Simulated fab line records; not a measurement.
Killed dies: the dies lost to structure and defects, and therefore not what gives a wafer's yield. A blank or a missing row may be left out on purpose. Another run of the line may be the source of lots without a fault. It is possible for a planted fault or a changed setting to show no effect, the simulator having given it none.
Split-lot study || flow n5-finfet || 21 wafers read across 7 lots, on a route 1938 steps long

ABOUT THE SPLIT
At N5_BEOL_M4_COAT_22 (resist thk 30 nm), the setting spin-rpm was moved away from the recipe's 1500 rpm on 8 of the 21 wafers read, by -4.4% to +8.5%. For the rest of the wafers, this setting stayed at what the recipe calls for.

FROM THE SPLIT TO THE READING: what the file shows between them, 3 steps
- N5_BEOL_M4_EBR_24
- N5_BEOL_M4_SOFTBAKE_23: time 60 s
- N5_BEOL_M4_DESCUM_33: chemistry O2, time 7 s

THE READING
CAR-EUV_of_BEOL_M4_COAT_22.thk-nm (the simulator's own value, which no gauge read), in nm, at N5_BEOL_M4_ETCH_77 (etches underlayer in N2/H2, target depth 6.5 nm, time 5.2 s). The file gives no usual value for it. Here, 13 wafers ran the recipe; their average is 20.4 nm with a standard deviation of 0.095 nm.

{"wafer": "L074.2", "tool, chamber at the split": "litho-track-03, 0", "spin-rpm as run, rpm": 1500, "against the recipe": "recipe", "CAR-EUV_of_BEOL_M4_COAT_22.thk-nm, nm": 20.4, "against lot-mates on the recipe": "-"}
{"wafer": "L074.3", "tool, chamber at the split": "litho-track-03, 0", "spin-rpm as run, rpm": 1500, "against the recipe": "recipe", "CAR-EUV_of_BEOL_M4_COAT_22.thk-nm, nm": 20.4, "against lot-mates on the recipe": "-"}
{"wafer": "L074.4", "tool, chamber at the split": "litho-track-03, 0", "spin-rpm as run, rpm": 1500, "against the recipe": "recipe", "CAR-EUV_of_BEOL_M4_COAT_22.thk-nm, nm": 20.4, "against lot-mates on the recipe": "-"}
{"wafer": "L079.3", "tool, chamber at the split": "litho-track-02, 0", "spin-rpm as run, rpm": 1627, "against the recipe": "+8.5%", "CAR-EUV_of_BEOL_M4_COAT_22.thk-nm, nm": 19.2, "against lot-mates on the recipe": -1.1}
{"wafer": "L079.4", "tool, chamber at the split": "litho-track-02, 0", "spin-rpm as run, rpm": 1500, "against the recipe": "recipe", "CAR-EUV_of_BEOL_M4_COAT_22.thk-nm, nm": 20.4, "against lot-mates on the recipe": "-"}
{"wafer": "L079.5", "tool, chamber at the split": "litho-track-02, 0", "spin-rpm as run, rpm": 1500, "against the recipe": "recipe", "CAR-EUV_of_BEOL_M4_COAT_22.thk-nm, nm": 20.2, "against lot-mates on the recipe": "-"}
{"wafer": "L081.1", "tool, chamber at the split": "litho-track-03, 0", "spin-rpm as run, rpm": 1606, "against the recipe": "+7.1%", "CAR-EUV_of_BEOL_M4_COAT_22.thk-nm, nm": 19.2, "against lot-mates on the recipe": -1.2}
{"wafer": "L081.3", "tool, chamber at the split": "litho-track-03, 0", "spin-rpm as run, rpm": 1606, "against the recipe": "+7.1%", "CAR-EUV_of_BEOL_M4_COAT_22.thk-nm, nm": 19.4, "against lot-mates on the recipe": -1.0}
{"wafer": "L081.5", "tool, chamber at the split": "litho-track-03, 0", "spin-rpm as run, rpm": 1500, "against the recipe": "recipe", "CAR-EUV_of_BEOL_M4_COAT_22.thk-nm, nm": 20.4, "against lot-mates on the recipe": "-"}
{"wafer": "L082.1", "tool, chamber at the split": "litho-track-02, 0", "spin-rpm as run, rpm": 1434, "against the recipe": "-4.4%", "CAR-EUV_of_BEOL_M4_COAT_22.thk-nm, nm": 21, "against lot-mates on the recipe": "+0.8"}
{"wafer": "L082.4", "tool, chamber at the split": "litho-track-02, 0", "spin-rpm as run, rpm": 1434, "against the recipe": "-4.4%", "CAR-EUV_of_BEOL_M4_COAT_22.thk-nm, nm": 21, "against lot-mates on the recipe": "+0.8"}
{"wafer": "L082.2", "tool, chamber at the split": "litho-track-02, 0", "spin-rpm as run, rpm": 1500, "against the recipe": "recipe", "CAR-EUV_of_BEOL_M4_COAT_22.thk-nm, nm": 20.2, "against lot-mates on the recipe": "-"}
{"wafer": "L083.2", "tool, chamber at the split": "litho-track-01, 0", "spin-rpm as run, rpm": 1574, "against the recipe": "+4.9%", "CAR-EUV_of_BEOL_M4_COAT_22.thk-nm, nm": 19.6, "against lot-mates on the recipe": "no lot-mate on the recipe"}
{"wafer": "L083.4", "tool, chamber at the split": "litho-track-01, 0", "spin-rpm as run, rpm": 1574, "against the recipe": "+4.9%", "CAR-EUV_of_BEOL_M4_COAT_22.thk-nm, nm": 19.8, "against lot-mates on the recipe": "no lot-mate on the recipe"}
{"wafer": "L083.5", "tool, chamber at the split": "litho-track-01, 0", "spin-rpm as run, rpm": 1574, "against the recipe": "+4.9%", "CAR-EUV_of_BEOL_M4_COAT_22.thk-nm, nm": 19.8, "against lot-mates on the recipe": "no lot-mate on the recipe"}
{"wafer": "L087.2", "tool, chamber at the split": "litho-track-01, 0", "spin-rpm as run, rpm": 1500, "against the recipe": "recipe", "CAR-EUV_of_BEOL_M4_COAT_22.thk-nm, nm": 20.6, "against lot-mates on the recipe": "-"}
{"wafer": "L087.4", "tool, chamber at the split": "litho-track-01, 0", "spin-rpm as run, rpm": 1500, "against the recipe": "recipe", "CAR-EUV_of_BEOL_M4_COAT_22.thk-nm, nm": 20.4, "against lot-mates on the recipe": "-"}
{"wafer": "L087.5", "tool, chamber at the split": "litho-track-01, 0", "spin-rpm as run, rpm": 1500, "against the recipe": "recipe", "CAR-EUV_of_BEOL_M4_COAT_22.thk-nm, nm": 20.4, "against lot-mates on the recipe": "-"}
{"wafer": "L097.1", "tool, chamber at the split": "litho-track-02, 0", "spin-rpm as run, rpm": 1500, "against the recipe": "recipe", "CAR-EUV_of_BEOL_M4_COAT_22.thk-nm, nm": 20.4, "against lot-mates on the recipe": "-"}
{"wafer": "L097.3", "tool, chamber at the split": "litho-track-02, 0", "spin-rpm as run, rpm": 1500, "against the recipe": "recipe", "CAR-EUV_of_BEOL_M4_COAT_22.thk-nm, nm": 20.4, "against lot-mates on the recipe": "-"}
{"wafer": "L097.6", "tool, chamber at the split": "litho-track-02, 0", "spin-rpm as run, rpm": 1500, "against the recipe": "recipe", "CAR-EUV_of_BEOL_M4_COAT_22.thk-nm, nm": 20.4, "against lot-mates on the recipe": "-"}

FIT RESULTS
A straight line over all 21 wafers: CAR-EUV_of_BEOL_M4_COAT_22.thk-nm changes by -0.143 nm for each +1% of spin-rpm; r = -0.98; the points scatter about the line by 0.099 nm.
The same after taking each lot's own level away (the mean of its wafers on the recipe; 18 wafers): -0.153 nm for each +1%; r = -0.99; scatter 0.09 nm.
According to that fit, moving spin-rpm by its largest amount changes the reading by 1.3 nm.
The lots' own levels span 20.20 to 20.47 nm, that is 2.8 times the standard deviation above.
So the lot-to-lot level changes the slope little: the two slopes agree.
Check: for one of the wafers moved furthest among these (+8.5%), held out of the fit, the line's prediction against its lot-mates is -1.37 nm. It came out at -1.1 nm against them.

OTHER SPLITS APPLIED TO THESE WAFERS
Other splits were also applied to these wafers ahead of the reading. Each is held against what the fit with the lots' levels taken away leaves over:
{"other split on the same wafers": "N5_MOL_CONTACT_COAG_CVD_140 target-thk-a", "wafers away from the commonest value": 6, "r with CAR-EUV_of_BEOL_M4_COAT_22.thk-nm (lot level and that fit taken away)": "+0.09"}
{"other split on the same wafers": "N5_BEOL_M0_SAQP_PECVD_03 time-s", "wafers away from the commonest value": 4, "r with CAR-EUV_of_BEOL_M4_COAT_22.thk-nm (lot level and that fit taken away)": -0.40}
{"other split on the same wafers": "N5_BEOL_M0_ETCH_138 source-w", "wafers away from the commonest value": 10, "r with CAR-EUV_of_BEOL_M4_COAT_22.thk-nm (lot level and that fit taken away)": -0.09}
{"other split on the same wafers": "N5_BEOL_M1_COAT_22 spin-rpm", "wafers away from the commonest value": 8, "r with CAR-EUV_of_BEOL_M4_COAT_22.thk-nm (lot level and that fit taken away)": -0.14}
{"other split on the same wafers": "N5_BEOL_M2_EXPOSE_08 dose-mj", "wafers away from the commonest value": 3, "r with CAR-EUV_of_BEOL_M4_COAT_22.thk-nm (lot level and that fit taken away)": "+0.22"}
{"other split on the same wafers": "N5_BEOL_M2_ETCH_64 source-w", "wafers away from the commonest value": 5, "r with CAR-EUV_of_BEOL_M4_COAT_22.thk-nm (lot level and that fit taken away)": -0.25}
{"other split on the same wafers": "N5_BEOL_M4_ETCH_64 bias-w", "wafers away from the commonest value": 9, "r with CAR-EUV_of_BEOL_M4_COAT_22.thk-nm (lot level and that fit taken away)": "+0.28"}

THE WHOLE CHAIN: every reading that the file lists as answering this split, in the file's order
{"step": "N5_BEOL_M4_COAT_22", "what it does": "resist thk 30 nm", "reading": "CAR-EUV_of_BEOL_M4_COAT_22.thk-nm (the simulator's own value, which no gauge read)", "change (the file's fit)": "-0.141 nm for each +1% of the setting", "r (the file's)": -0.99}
{"step": "N5_BEOL_M4_ETCH_77", "what it does": "etches underlayer in N2/H2, target depth 6.5 nm, time 5.2 s", "reading": "CAR-EUV_of_BEOL_M4_COAT_22.thk-nm (the simulator's own value, which no gauge read)", "change (the file's fit)": "-0.146 nm for each +1% of the setting", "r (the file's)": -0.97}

THE FILE'S OWN FIT
CAR-EUV_of_BEOL_M4_COAT_22.thk-nm changes by -0.146 nm for each +1% of spin-rpm, r = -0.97.
